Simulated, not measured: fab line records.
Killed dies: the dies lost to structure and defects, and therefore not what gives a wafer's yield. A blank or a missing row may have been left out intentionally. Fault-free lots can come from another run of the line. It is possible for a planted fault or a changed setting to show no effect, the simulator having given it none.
Which tool is to blame? -- flow n5 finfet -- 10 lots with 30 wafers sampled at 6 steps, on a route of 1938 steps

== WHAT THE GAUGES READ, wafer by wafer ==
N5_BEOL_M8_CD_MEAS_35: target cd 40 nm.
lot,measured,on,cd nm (nm)
L074,day 11 00:39,cd sem-03,40.4 41.7 39.9
L079,day 11 22:02,cd sem-02,39.8 40.1 39.9
L083,day 13 07:39,cd sem-01,39.1 39.2 40.0
L082,day 13 18:14,cd sem-01,39.4 38.5 39.0
L086,day 13 21:14,cd sem-01,39.6 39.6 39.1
L088,day 14 15:22,cd sem-02,40.1 39.5 39.9
L089,day 14 22:27,cd sem-01,40.0 39.4 40.7
L093,day 15 11:34,cd sem-03,38.9 40.5 39.2
L097,day 15 22:40,cd sem-03,39.6 40.2 40.5
L095,day 16 10:04,cd sem-01,39.7 40.4 41.7

== WHAT TOOL EACH LOT RAN ON (gives the tool, then ch and the chambers of the sampled wafers, and finally the start) ==
lot,N5_BEOL_M8_CURE_74,N5_BEOL_M8_DESCUM_16,N5_BEOL_M8_ETCH_65,N5_BEOL_M8_TRENCH_ETCH_37,N5_BEOL_M8_STRIP_80
L074,"uv cure-03 ch 1, day 10 20:13","rie diel-05 ch 0,3, day 10 22:27","rie diel-02 ch 0,3, day 11 00:07","rie diel-02 ch 0,3, day 11 00:39 or earlier","rie diel-02 ch 0,3, day 11 00:39 or earlier"
L079,"uv cure-03 ch 0, day 11 17:31","rie diel-02 ch 0,2,3, day 11 19:39","rie diel-05 ch 0,1,2, day 11 21:31","rie diel-05 ch 0,1,2, day 11 22:02 or earlier","rie diel-05 ch 0,1,2, day 11 22:02 or earlier"
L083,"uv cure-01 ch 0, day 13 03:08","rie diel-05 ch 0,3, day 13 05:04","rie diel-03 ch 0,1,2, day 13 07:07","rie diel-03 ch 0,1,2, day 13 07:39 or earlier","rie diel-03 ch 0,1,2, day 13 07:39 or earlier"
L082,"uv cure-01 ch 0, day 13 11:38","rie diel-05 ch 0,1,3, day 13 14:52","rie diel-05 ch 0,2,3, day 13 17:41","rie diel-05 ch 0,2,3, day 13 18:14 or earlier","rie diel-05 ch 0,2,3, day 13 18:14 or earlier"
L086,"uv cure-01 ch 0, day 13 16:24","rie diel-02 ch 0,2,3, day 13 18:58","rie diel-05 ch 1,2,3, day 13 20:43","rie diel-05 ch 1,2,3, day 13 21:14 or earlier","rie diel-05 ch 1,2,3, day 13 21:14 or earlier"
L088,"uv cure-03 ch 0, day 14 11:50","rie diel-02 ch 0,2, day 14 13:13","rie diel-05 ch 0,1, day 14 14:50","rie diel-05 ch 0,1, day 14 15:22 or earlier","rie diel-05 ch 0,1, day 14 15:22 or earlier"
L089,"uv cure-01 ch 2, day 14 18:24","rie diel-03 ch 0,1,2, day 14 20:24","rie diel-02 ch 0,1,2, day 14 21:55","rie diel-02 ch 0,1,2, day 14 22:27 or earlier","rie diel-02 ch 0,1,2, day 14 22:27 or earlier"
L093,"uv cure-02 ch 0, day 15 05:57","rie diel-02 ch 0,1,3, day 15 07:49","rie diel-02 ch 0,1,3, day 15 11:02","rie diel-02 ch 0,1,3, day 15 11:34 or earlier","rie diel-02 ch 0,1,3, day 15 11:34 or earlier"
L097,"uv cure-02 ch 2, day 15 14:15","rie diel-02 ch 1,3, day 15 17:29","rie diel-03 ch 1,2,3, day 15 22:08","rie diel-03 ch 1,2,3, day 15 22:40 or earlier","rie diel-03 ch 1,2,3, day 15 22:40 or earlier"
L095,"uv cure-03 ch 1, day 16 04:26","rie diel-02 ch 0,1,3, day 16 06:35","rie diel-05 ch 0,2,3, day 16 09:32","rie diel-05 ch 0,2,3, day 16 10:04 or earlier","rie diel-05 ch 0,2,3, day 16 10:04 or earlier"
- N5_BEOL_M8_CURE_74: cures SiCOH lowk, time 240 s.
- N5_BEOL_M8_DESCUM_16: chemistry O2, time 7.9 s.
- N5_BEOL_M8_ETCH_65: etches SiARC in CF4, target depth 15.6 nm, time 26 s.
- N5_BEOL_M8_TRENCH_ETCH_37: etches SiCOH lowk in C4F6/O2, target depth 93.478 nm, time 31.2 s.
- N5_BEOL_M8_STRIP_80: strips in N2/H2, time 10 s.

== THE ANSWER, worked out from the rows above alone ==
Rule: what is usual is taken from the lots themselves. The widest of any qualifying gaps counts: lots, ordered by their means at a reading, are off when they make up no more than a third of the lots, leave a main group of 4 or more, and stand apart from it by 3 or more times the standard deviation of that group's means. A main group is skipped when, at the precision printed for the reading in the tables above, its means are all equal. A lot without any number at a reading at which 4 lots or more have one is off too. Any other lot the step has rows for is counted as sound.
No lot is off at any reading shown: from this, nothing can be told.

== WHAT THE SIMULATOR PUT IN ==
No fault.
